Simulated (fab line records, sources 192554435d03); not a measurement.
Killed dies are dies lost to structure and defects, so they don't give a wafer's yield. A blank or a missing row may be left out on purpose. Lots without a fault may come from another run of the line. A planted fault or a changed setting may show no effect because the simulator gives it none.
A struck lot beside a sound one | flow n5_finfet | 37 steps out of a route of 1938
Sound: wafers L913.3, L913.4, L913.5. Struck: wafers L921.1, L921.4, L921.6. The cause comes at the end.
At each step with rows: each side's tool, then ch and its chambers, then its first start. Under that, the readings that differ: sound wafers | struck wafers | difference of the means | sigmas: that difference in standard deviations of wafers without a fault.
alike: readings whose means differ by less than 2 such deviations, and words and numbers that are the same on both sides. not compared: withheld readings, readings that some wafer has no value for, bounds like >300 that may hide the same value, and numbers for which the record gives no deviation and whose values overlap.
The two part at a step that has a row with sigmas, a row that says differs or no value, or rows on one side only. Numbers that don't overlap but have no deviation are shown without sigmas and don't part them. A reading that every wafer of one side lacks parts them only if that side has two wafers or more.

first, 9 steps without rows for these wafers: N5_WELL_APT_DESCUM_30 (chemistry O2, time 7.9 s); N5_WELL_APT_IMPLANT_31; N5_WELL_APT_IMPLANT_32; N5_WELL_APT_STRIP_33 (strips in SPM, time 900 s); N5_WELL_APT_RTA_34 (time 10 s); N5_WELL_APT_OXIDE_STRIP_42 (strips SiO2 in dHF, time 45 s, target depth 12 nm); N5_WELL_APT_PRECLEAN_36 (cleans in O3/DIW, time 45 s); N5_WELL_APT_PRECLEAN_39 (cleans in dHF, time 60 s); N5_WELL_APT_SRD_37 (time 30 s).
N5_WELL_APT_EPI_41: deposits Si from SiH4/H2, target thk 50 nm, time 297.7 s.
  sound on epi_rpcvd-01 ch 0, day 1 16:32; struck on epi_rpcvd-01 ch 0, day 3 16:15
  reading                                 | sound             | struck           | difference | sigmas
  model.Si_of_WELL_APT_EPI_41.thk_nm (nm) | 49.94 50.62 50.68 | 41.01 40.5 39.88 | -9.95      |
  alike: lamp_inner_pct, throttle_valve_pct
then, 24 steps without rows for these wafers: N5_PMOS_HMC_CHANNEL_EPI_HM_DEP_34 (deposits SiO2 from TEOS/O2, target thk 36 nm, time 6.9 s); N5_PMOS_HMC_CHANNEL_EPI_COAT_31 (time 60 s, resist thk 66 nm); N5_PMOS_HMC_CHANNEL_EPI_COAT_03 (resist thk 205 nm); N5_PMOS_HMC_CHANNEL_EPI_EBR_05; N5_PMOS_HMC_CHANNEL_EPI_SOFTBAKE_04 (time 60 s); N5_PMOS_HMC_CHANNEL_EPI_EXPOSE_06 (exposes mask PMOS HMC BLK, target cd 240 nm); N5_PMOS_HMC_CHANNEL_EPI_PEB_07 (peb time 60 s); N5_PMOS_HMC_CHANNEL_EPI_DEVELOP_08 (develop time 30 s); N5_PMOS_HMC_CHANNEL_EPI_DESCUM_14 (chemistry O2, time 7.9 s); N5_PMOS_HMC_CHANNEL_EPI_ETCH_32 (etches BARC in N2/H2, stops on SiO2, target depth 85.8 nm, time 50.3 s); N5_PMOS_HMC_CHANNEL_EPI_HM_OPEN_15 (chemistry CHF3/O2, target SiO2, target depth 40.6 nm, time 20.3 s); N5_PMOS_HMC_CHANNEL_EPI_STRIP_33 (strips in N2/H2); N5_PMOS_HMC_CHANNEL_EPI_STRIP_17 (strips in SPM, time 750 s); N5_PMOS_HMC_CHANNEL_EPI_ETCH_38 (etches SiO2 in CF4, target depth 1.5 nm); N5_PMOS_HMC_CHANNEL_EPI_FIN_RECESS_16 (chemistry HBr/Cl2, target Si, target depth 54 nm, time 18 s); N5_PMOS_HMC_CHANNEL_EPI_PRECLEAN_36 (cleans in O3/DIW, time 45 s); N5_PMOS_HMC_CHANNEL_EPI_PRECLEAN_18 (cleans in DHF, time 30 s); N5_PMOS_HMC_CHANNEL_EPI_SRD_19 (time 30 s); N5_PMOS_HMC_CHANNEL_EPI_EPI_20 (deposits SiGe30, target thk 59 nm); N5_PMOS_HMC_CHANNEL_EPI_HM_STRIP_35 (strips SiO2 in dHF, material SiO2, target depth 39.6 nm, time 216 s); N5_PMOS_HMC_CHANNEL_EPI_SRD_39 (time 30 s); N5_PMOS_HMC_CHANNEL_EPI_CMP_21 (polishes SiGe30, target thk 54 nm); N5_PMOS_HMC_CHANNEL_EPI_PRECLEAN_40 (cleans in DHF, time 30 s); N5_PMOS_HMC_CHANNEL_EPI_PRECLEAN_37 (cleans in O3/DIW, time 45 s).
N5_SD_EPI_N_STRIP_18: strips in SPM, time 750 s.
  sound on wet_bench-04 ch 0,3,5, day 3 01:31; struck on wet_bench-04 ch 4,5,7, day 5 01:34
  reading                                 | sound     | struck    | difference | sigmas
  model.Si_of_WELL_APT_EPI_41.thk_nm (nm) | 8.4 8.6 9 | 4.8 4.8 5 | -3.8       |
-- the record jumps here: 6 days lie between the struck wafers' starts before and after (it left off in module SD_EPI_N and takes up again in module BEOL_M4, whose first step shown is number 1111 of the route) --
N5_BEOL_M4_RC_MEAS_101:
  sound on prober-02 ch 0, day 8 12:49; struck on prober-01 ch 0, day 10 23:13
  reading           | sound          | struck         | difference | sigmas
  CJ_N              | 4.28 4.32 4.32 | 5.04 4.95 4.98 | +0.68      | +8
  CJ_P              | 5.96 5.90 5.81 | 4.21 4.49 4.39 | -1.53      | -12
  ION_N (uA/um)     | 683 671 670    | 656 652 663    | -18        | -2
  RS_PWELL (ohm/sq) | 2993 3002 2996 | 3118 3126 3159 | +137       | +5
  alike: DIBL_N, DIBL_P, IOFF_N, IOFF_P, ION_P, SS_N, SS_P, VT_N, VT_P
N5_PASSIVATION_PROBE_49:
  the record has rows for the sound wafers here (prober-02, day 12 19:04) and none for the struck ones

WHERE THEY PART
First at N5_BEOL_M4_RC_MEAS_101; last, within this record, at N5_PASSIVATION_PROBE_49.

WHY: what the simulator had put in
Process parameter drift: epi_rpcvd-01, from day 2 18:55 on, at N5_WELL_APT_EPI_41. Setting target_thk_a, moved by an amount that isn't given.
